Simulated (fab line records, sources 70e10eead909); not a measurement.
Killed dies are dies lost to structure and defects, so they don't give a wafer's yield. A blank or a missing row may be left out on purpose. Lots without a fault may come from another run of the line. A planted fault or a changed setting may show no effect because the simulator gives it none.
A struck lot beside a sound one | flow nand_harc | 27 steps out of a route of 1302
Sound: wafers L950.1, L950.3, L950.5. Struck: wafers L969.1, L969.3, L969.6. The cause comes at the end.
At each step with rows: each side's tool, then ch and its chambers, then its first start. Under that, the readings that differ: sound wafers | struck wafers | difference of the means | sigmas: that difference in standard deviations of wafers without a fault.
alike: readings whose means differ by less than 2 such deviations, and words and numbers that are the same on both sides. not compared: withheld readings, readings that some wafer has no value for, bounds like >300 that may hide the same value, and numbers for which the record gives no deviation and whose values overlap.
The two part at a step that has a row with sigmas, a row that says differs or no value, or rows on one side only. Numbers that don't overlap but have no deviation are shown without sigmas and don't part them. A reading that every wafer of one side lacks parts them only if that side has two wafers or more.

first, 1 step without rows for these wafers: NHARC_P_M1_DEGAS_29 (time 60 s).
NHARC_P_M1_PRE_CLEAN_30: time 30 s.
  sound on pvd_sputter-03; struck on pvd_sputter-03
  alike: heater_power_w
NHARC_P_M1_PVD_20: deposits TaN, target thk 5 nm, time 8.06 s.
  sound on pvd_sputter-03; struck on pvd_sputter-03
  alike: throttle_valve_pct
then, 2 steps without rows for these wafers: NHARC_P_M1_PVD_21 (deposits Cu, target thk 30 nm, time 20.49 s); NHARC_P_M1_ECD_22 (material Cu, target thk 400 nm).
NHARC_P_M1_ANNEAL_31: time 90 s.
  sound on rtp_anneal-02 ch 0, day 7 00:16; struck on rtp_anneal-02 ch 0, day 15 05:38
  alike: wafer_temp_C_max
NHARC_P_M1_CMP_23: polishes, t overpolish 20 s, target thk 157.82 nm.
  sound on cmp-02 ch 1,3, day 7 00:38; struck on cmp-02 ch 2,3, day 15 05:59
  alike: motor_current_A, time_to_endpoint_s
NHARC_P_M1_THK_MEAS_24: measures by xrf.
  sound on film_metro-02, day 7 00:55; struck on film_metro-01, day 15 06:18
  alike: thk_nm
then, 1 step without rows for these wafers: NHARC_P_M1_SRD_25.
NHARC_P_M1_INSPECT_27:
  sound on defect_inspect-02, day 7 01:05; struck on defect_inspect-02, day 15 06:28
  alike: raw_defect_count
NHARC_P_M1_PRE_CLEAN_32: time 12 s.
  sound on pecvd-01 ch 0,2, day 7 01:10; struck on pecvd-03 ch 0,2, day 15 06:32
  alike: heater_power_w
NHARC_P_M1_DEP_33: deposits SiCN, target thk 30 nm.
  sound on pecvd-01 ch 0,2, day 7 01:16; struck on pecvd-03 ch 0,2, day 15 06:37
  alike: heater_power_w
then, 10 steps without rows for these wafers: NHARC_P_M2_DEP_00 (deposits SiOC, target thk 182.5 nm); NHARC_P_M2_DEHYDRATE_01 (time 120 s); NHARC_P_M2_HMDS_02 (time 30 s); NHARC_P_M2_COAT_34 (time 65 s); NHARC_P_M2_COAT_03 (resist thk 90 nm); NHARC_P_M2_SOFTBAKE_04 (time 55 s); NHARC_P_M2_EBR_05; NHARC_P_M2_EXPOSE_06 (exposes mask P M2, target cd 170 nm); NHARC_P_M2_PEB_07 (peb time 65 s); NHARC_P_M2_DEVELOP_08 (develop time 35 s).
NHARC_P_M2_CD_MEAS_09: target cd 170 nm.
  sound on cd_sem-01 ch 0, day 7 02:28; struck on cd_sem-02 ch 0, day 15 07:51
  reading    | sound             | struck            | difference | sigmas
  cd_nm (nm) | 169.9 170.7 170.9 | 168.9 169.1 169.7 | -1.3       | -2
NHARC_P_M2_OVL_MEAS_10: pitch 340 nm.
  sound on overlay-02, day 7 02:34; struck on overlay-01, day 15 07:56
  alike: overlay_x_nm, overlay_y_nm
NHARC_P_M2_INSPECT_11:
  sound on defect_inspect-02, day 7 02:36; struck on defect_inspect-02, day 15 07:58
  reading          | sound | struck      | difference | sigmas
  raw_defect_count | 3 4 3 | 600 590 613 | +598       | +99 or more
then, 1 step without rows for these wafers: NHARC_P_M2_DESCUM_14 (chemistry O2, time 3 s).
-- the record jumps here: 18 days lie between the struck wafers' starts before and after (it left off in module P_M2 and takes up again in module END, whose first step shown is number 1302 of the route) --
NHARC_END_SORT_01:
  the record has rows for the struck wafers here (prober-02 ch 0, day 33 08:18) and none for the sound ones

WHERE THEY PART
First at NHARC_P_M2_CD_MEAS_09; last, within this record, at NHARC_END_SORT_01.

WHY: what the simulator had put in
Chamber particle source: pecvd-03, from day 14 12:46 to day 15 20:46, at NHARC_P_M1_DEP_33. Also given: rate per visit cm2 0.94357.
